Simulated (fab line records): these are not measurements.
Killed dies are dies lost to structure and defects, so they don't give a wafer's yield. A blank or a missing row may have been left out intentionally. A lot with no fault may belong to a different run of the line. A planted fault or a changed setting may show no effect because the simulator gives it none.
Chamber matching / flow nand_harc / 4 sister chambers for NHARC_P_CONTACT_ALD_22 on ald_metal-02
The step deposits TiN, target thk 3 nm, pulse time 1 s, ald cycles 150. 7 wafers are shown with their chamber, then 7 later ones without.

WAFERS PAIRED WITH THEIR CHAMBERS
wafer=L470.6; chamber=0; heater_power_w (W)=942; precursor_pulse_height_rel=0.977
wafer=L476.4; chamber=1; heater_power_w (W)=1240; precursor_pulse_height_rel=1.005
wafer=L479.6; chamber=2; heater_power_w (W)=1366; precursor_pulse_height_rel=1.021
wafer=L480.4; chamber=3; heater_power_w (W)=919; precursor_pulse_height_rel=0.972
wafer=L480.5; chamber=3; heater_power_w (W)=944; precursor_pulse_height_rel=0.978
wafer=L484.1; chamber=2; heater_power_w (W)=1178; precursor_pulse_height_rel=0.970
wafer=L484.4; chamber=0; heater_power_w (W)=937; precursor_pulse_height_rel=1.020

WAFERS MISSING THEIR CHAMBER
wafer=L484.6; heater_power_w (W)=1191; precursor_pulse_height_rel=0.996
wafer=L488.1; heater_power_w (W)=1183; precursor_pulse_height_rel=0.987
wafer=L488.3; heater_power_w (W)=953; precursor_pulse_height_rel=0.985
wafer=L488.6; heater_power_w (W)=961; precursor_pulse_height_rel=1.002
wafer=L493.1; heater_power_w (W)=955; precursor_pulse_height_rel=0.975
wafer=L493.2; heater_power_w (W)=1343; precursor_pulse_height_rel=1.015
wafer=L493.4; heater_power_w (W)=937; precursor_pulse_height_rel=1.052

THE CHAMBER EACH PASSED THROUGH
wafer=L484.6; from the rows above=can't be placed: 1 or 2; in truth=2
wafer=L488.1; from the rows above=can't be placed: 1 or 2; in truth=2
wafer=L488.3; from the rows above=can't be placed: 3 or 0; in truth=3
wafer=L488.6; from the rows above=can't be placed: 0 or 3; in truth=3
wafer=L493.1; from the rows above=can't be placed: 3 or 0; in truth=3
wafer=L493.2; from the rows above=can't be placed: 2 or 1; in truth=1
wafer=L493.4; from the rows above=can't be placed: 0 or 3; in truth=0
Correctly placed: 0 of 7. Unplaceable from these rows: 7, with the true chamber sitting among the candidates in 7. Number placed wrongly: 0.
How it was worked out, from the rows above alone: a wafer's distance from a chamber is the root of the sum, over the readings, of the square of ((its reading less the chamber's mean) divided by the reading's scatter). The wafer belongs to the nearest chamber; if the next one is less than 2 further off, it can't be placed. A chamber's mean is the mean of its shown wafers. How the scatter is found: for the shown wafers, subtract from each reading the mean of its chamber, square and add these, divide the total by (wafers less chambers), then take the root.
